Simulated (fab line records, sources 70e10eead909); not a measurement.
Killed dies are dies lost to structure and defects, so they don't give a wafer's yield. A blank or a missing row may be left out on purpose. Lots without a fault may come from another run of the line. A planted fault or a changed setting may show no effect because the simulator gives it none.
Which tool did it? | flow nand_harc | 13 lots, 39 wafers sampled, at 5 steps of a route of 1302

WHAT THE GAUGES READ, wafer by wafer
NHARC_P_ZERO_WELL_INSPECT_43. Usual: raw_defect_count 14, standard deviation 5.8.
lot  | measured     | on                | raw_defect_count | flag
L691 | day 2 03:31  | defect_inspect-01 | 13 6 6           |
L692 | day 2 13:44  | defect_inspect-01 | 17 5 13          |
L693 | day 3 00:40  | defect_inspect-01 | 15 15 20         |
L694 | day 3 09:59  | defect_inspect-01 | 8 15 11          |
L696 | day 4 05:28  | defect_inspect-02 | 15 9 11          |
L697 | day 4 15:34  | defect_inspect-02 | 15 18 16         |
L700 | day 5 21:37  | defect_inspect-02 | 18 12 18         |
L701 | day 6 07:41  | defect_inspect-01 | 7 23 10          |
L702 | day 6 17:42  | defect_inspect-01 | 6 7 8            |
L704 | day 7 13:44  | defect_inspect-02 | 19 21 13         |
L707 | day 8 19:44  | defect_inspect-02 | 8 12 2           |
L713 | day 11 07:44 | defect_inspect-02 | 20 15 23         |
L714 | day 11 18:29 | defect_inspect-02 | 13 13 19         |

NHARC_P_STI_OCD_MEAS_17. Usual: trench_depth_nm 301.2 nm, standard deviation 2.7; trench_foot_cd_nm 158.3 nm, standard deviation 2.2.
lot  | measured     | on     | trench_depth_nm (nm) | trench_foot_cd_nm (nm) | flag
L691 | day 2 22:31  | ocd-02 | 296.4 300.5 301.1    | 158.3 156.2 156.9      |
L692 | day 3 06:10  | ocd-02 | 296.6 297.3 302.2    | 160.2 159.0 158.0      |
L693 | day 3 18:28  | ocd-02 | 299.7 306.0 300.9    | 159.6 156.6 156.0      |
L694 | day 4 02:27  | ocd-02 | 300.9 299.6 298.2    | 162.8 159.7 158.2      |
L696 | day 4 22:19  | ocd-02 | 303.1 303.0 303.1    | 156.1 158.8 160.3      |
L697 | day 5 07:29  | ocd-01 | 304.9 305.9 308.4    | 159.4 153.9 154.9      |
L700 | day 6 14:26  | ocd-02 | 300.0 298.9 302.2    | 154.4 157.5 155.6      |
L701 | day 7 03:01  | ocd-01 | 304.9 305.9 305.5    | 156.4 152.4 157.4      |
L702 | day 7 13:35  | ocd-02 | 302.4 307.3 302.4    | 157.4 156.7 159.3      |
L704 | day 8 05:20  | ocd-02 | 302.2 297.4 296.3    | 159.5 158.2 158.5      |
L707 | day 9 11:06  | ocd-01 | 299.2 297.7 298.9    | 160.9 160.0 160.2      |
L713 | day 11 23:45 | ocd-01 | 302.5 298.1 304.4    | 157.9 158.6 160.0      |
L714 | day 12 10:01 | ocd-02 | 304.8 304.8 305.3    | 160.3 158.9 160.9      |

NHARC_P_GATE_CD_MEAS_11: target cd 1640 nm. Usual: cd_nm 1639.8 nm, standard deviation 1.1.
lot  | measured     | on        | cd_nm (nm)           | flag
L691 | day 4 12:50  | cd_sem-03 | 1640.4 1640.6 1640.7 |
L692 | day 4 18:14  | cd_sem-02 | 1640.7 1641.4 1641.7 |
L693 | day 5 07:46  | cd_sem-02 | 1639.2 1639.3 1639.0 |
L694 | day 5 13:00  | cd_sem-02 | 1641.2 1642.5 1641.3 |
L696 | day 6 12:36  | cd_sem-03 | 1638.5 1637.7 1640.0 |
L697 | day 6 19:49  | cd_sem-03 | 1639.7 1639.6 1640.1 |
L700 | day 8 04:53  | cd_sem-03 | 1640.5 1640.4 1639.4 |
L701 | day 8 19:39  | cd_sem-01 | 1638.9 1638.6 1640.9 |
L702 | day 9 06:31  | cd_sem-02 | 1640.2 1640.5 1640.5 |
L704 | day 9 16:36  | cd_sem-02 | 1638.2 1639.5 1637.4 |
L707 | day 11 05:50 | cd_sem-01 | - - -                | OFF
L713 | day 13 10:28 | cd_sem-01 | 1639.4 1639.9 1640.0 |
L714 | day 13 21:33 | cd_sem-03 | 1643.2 1641.3 1640.8 |

WHICH TOOL RAN EACH LOT (tool, then ch and the chambers of the sampled wafers, then the start)
lot  | NHARC_P_ZERO_WELL_DESCUM_54        | NHARC_P_GATE_EXPOSE_08
L691 | rie_diel-05 ch 0,1,2, day 2 01:50  | krf_scanner-04 ch 0, day 4 12:41
L692 | rie_diel-02 ch 0,2,3, day 2 12:04  | krf_scanner-01 ch 0, day 4 18:05
L693 | rie_diel-04 ch 0,2,3, day 2 22:17  | krf_scanner-01 ch 0, day 5 07:36
L694 | rie_diel-02 ch 0,2, day 3 08:20    | krf_scanner-01 ch 0, day 5 12:51
L696 | rie_diel-02 ch 0,1,3, day 4 03:49  | krf_scanner-03 ch 0, day 6 12:26
L697 | rie_diel-02 ch 0,2,3, day 4 13:55  | krf_scanner-01 ch 0, day 6 19:40
L700 | rie_diel-04 ch 0,1,2, day 5 19:59  | krf_scanner-01 ch 0, day 8 04:44
L701 | rie_diel-02 ch 0,2,3, day 6 06:04  | krf_scanner-04 ch 0, day 8 19:30
L702 | rie_diel-05 ch 1,3, day 6 16:03    | krf_scanner-01 ch 0, day 9 06:21
L704 | rie_diel-04 ch 0,2, day 7 12:05    | krf_scanner-03 ch 0, day 9 16:26
L707 | rie_diel-05 ch 0,1,2, day 8 18:04  | krf_scanner-03 ch 0, day 11 05:41
L713 | rie_diel-02 ch 1,2,3, day 11 05:59 | krf_scanner-01 ch 0, day 13 10:19
L714 | rie_diel-05 ch 0,1,2, day 11 16:45 | krf_scanner-03 ch 0, day 13 21:23
- NHARC_P_ZERO_WELL_DESCUM_54: chemistry O2, time 3 s.
- NHARC_P_GATE_EXPOSE_08: exposes mask P HV.

WHAT THE TOOLS THEMSELVES READ (means of the sampled wafers that have a number; where no wafer has one, the mark that the record gives instead)
NHARC_P_ZERO_WELL_DESCUM_54. Usual: drypump_motor_current_A 5.5 A, standard deviation 0.49; oes_product_au 1.001 a.u., standard deviation 0.0072; rf_vpp_V 57.7 V, standard deviation 0.91; showerhead_plenum_p_Torr 1.89 Torr, standard deviation 0.061; throttle_valve_pct 11.310 %, standard deviation 0.0089.
lot  | tool        | drypump_motor_current_A (A) | oes_product_au (a.u.) | rf_vpp_V (V) | showerhead_plenum_p_Torr (Torr) | throttle_valve_pct (%) | flag
L691 | rie_diel-05 | 5.7                         | 0.993                 | 58.2         | 1.96                            | 11.311                 |
L692 | rie_diel-02 | 5.5                         | 0.999                 | 57.8         | 1.89                            | 11.316                 |
L693 | rie_diel-04 | 5.6                         | 1.000                 | 56.9         | 1.89                            | 11.313                 |
L694 | rie_diel-02 | 5.3                         | 1.000                 | 56.7         | 1.91                            | 11.319                 |
L696 | rie_diel-02 | 5.5                         | 0.998                 | 57.1         | 1.83                            | 11.311                 |
L697 | rie_diel-02 | 5.5                         | 0.993                 | 57.3         | 1.89                            | 11.306                 |
L700 | rie_diel-04 | 5.5                         | 1.000                 | 57.6         | 1.87                            | 11.306                 |
L701 | rie_diel-02 | 5.5                         | 1.004                 | 57.6         | 1.88                            | 11.318                 |
L702 | rie_diel-05 | 4.8                         | 1.004                 | 58.0         | 1.94                            | 11.318                 |
L704 | rie_diel-04 | 5.4                         | 1.012                 | 57.3         | 1.85                            | 11.312                 |
L707 | rie_diel-05 | 5.7                         | 1.004                 | 57.9         | 1.94                            | 11.309                 |
L713 | rie_diel-02 | 5.7                         | 0.996                 | 57.3         | 1.85                            | 11.299                 |
L714 | rie_diel-05 | 5.7                         | 1.005                 | 58.3         | 1.93                            | 11.306                 |

NHARC_P_GATE_EXPOSE_08. Usual: focus_offset_nm 0.1 nm, standard deviation 0.47.
lot  | tool           | focus_offset_nm (nm) | flag
L691 | krf_scanner-04 | 0.3                  |
L692 | krf_scanner-01 | 0.3                  |
L693 | krf_scanner-01 | 0.3                  |
L694 | krf_scanner-01 | -0.1                 |
L696 | krf_scanner-03 | 0.0                  |
L697 | krf_scanner-01 | 0.1                  |
L700 | krf_scanner-01 | 0.2                  |
L701 | krf_scanner-04 | 0.4                  |
L702 | krf_scanner-01 | -0.1                 |
L704 | krf_scanner-03 | 0.1                  |
L707 | krf_scanner-03 | 0.2                  |
L713 | krf_scanner-01 | -0.1                 |
L714 | krf_scanner-03 | 0.2                  |

THE ANSWER, worked out from the rows above alone
Rule: a lot is off if the mean of its wafers that have a number lies more than 3 standard deviations from the usual mean. A lot without any number at a reading at which 4 lots or more have one is off too. The other lots that the step has rows for count as sound. The gauges are gone through in route order, then the tools' own readings, and for those a lot's mean is taken as printed above. The first step at which some lot is off is used, and at that step the reading that is off furthest; a lot without a number counts as furthest.
Off: L707, at NHARC_P_GATE_CD_MEAS_11 (cd_nm). Without a number there: L707.
A tool fits if, at a process step before that reading, it ran every lot that is off, and no sound lot after the first of them. The gauges at NHARC_P_GATE_CD_MEAS_11 are tried like those tools. None of those tried fits.

WHAT THE SIMULATOR HAD PUT IN
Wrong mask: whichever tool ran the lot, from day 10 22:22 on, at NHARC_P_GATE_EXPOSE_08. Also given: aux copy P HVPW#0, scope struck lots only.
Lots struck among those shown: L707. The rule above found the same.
